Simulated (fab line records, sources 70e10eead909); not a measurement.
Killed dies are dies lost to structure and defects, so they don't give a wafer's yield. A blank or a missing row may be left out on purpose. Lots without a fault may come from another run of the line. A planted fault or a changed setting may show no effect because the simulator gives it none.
Chamber matching | flow nand_harc | NHARC_A_CHANNEL_FILL_D1_ETCHBACK_20 on rie_diel-04: 4 sister chambers
The step etches the open film in C4F8/O2/Ar, target depth 27 nm, time 13.5 s. 4 wafers are shown with their chamber, then 11 later ones without.

WAFERS WITH THEIR CHAMBER
wafer  | chamber | rf_vpp_V (V)
L082.2 | 3       | 977
L084.5 | 2       | 976
L084.6 | 1       | 987
L085.3 | 0       | 969

WAFERS WITHOUT THEIR CHAMBER
wafer  | rf_vpp_V (V)
L085.4 | 977
L085.5 | 976
L092.1 | 985
L092.3 | 976
L092.4 | 969
L095.1 | 976
L095.2 | 984
L095.5 | 976
L096.1 | 977
L096.4 | 970
L096.6 | 975

WHICH CHAMBER EACH WENT THROUGH
wafer  | from the rows above     | in truth
L085.4 | can't be placed: 3 or 2 | 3
L085.5 | can't be placed: 2 or 3 | 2
L092.1 | 1                       | 1
L092.3 | can't be placed: 2 or 3 | 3
L092.4 | 0                       | 0
L095.1 | can't be placed: 2 or 3 | 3
L095.2 | 1                       | 1
L095.5 | can't be placed: 2 or 3 | 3
L096.1 | can't be placed: 3 or 2 | 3
L096.4 | 0                       | 0
L096.6 | can't be placed: 2 or 3 | 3
Placed correctly: 4 of 11. Can't be placed from these rows: 7 (the true chamber is among the candidates in 7). Placed wrongly: 0.
How it was worked out, from the rows above alone: a wafer's distance from a chamber is the root of the sum, over the readings, of the square of ((its reading less the chamber's mean) divided by the reading's scatter). The wafer belongs to the nearest chamber; if the next one is less than 2 further off, it can't be placed. A chamber's mean is the mean of its shown wafers. The scatter: with one shown wafer a chamber, the root of the mean of the squares of how far each hidden wafer lies from its nearest shown one.
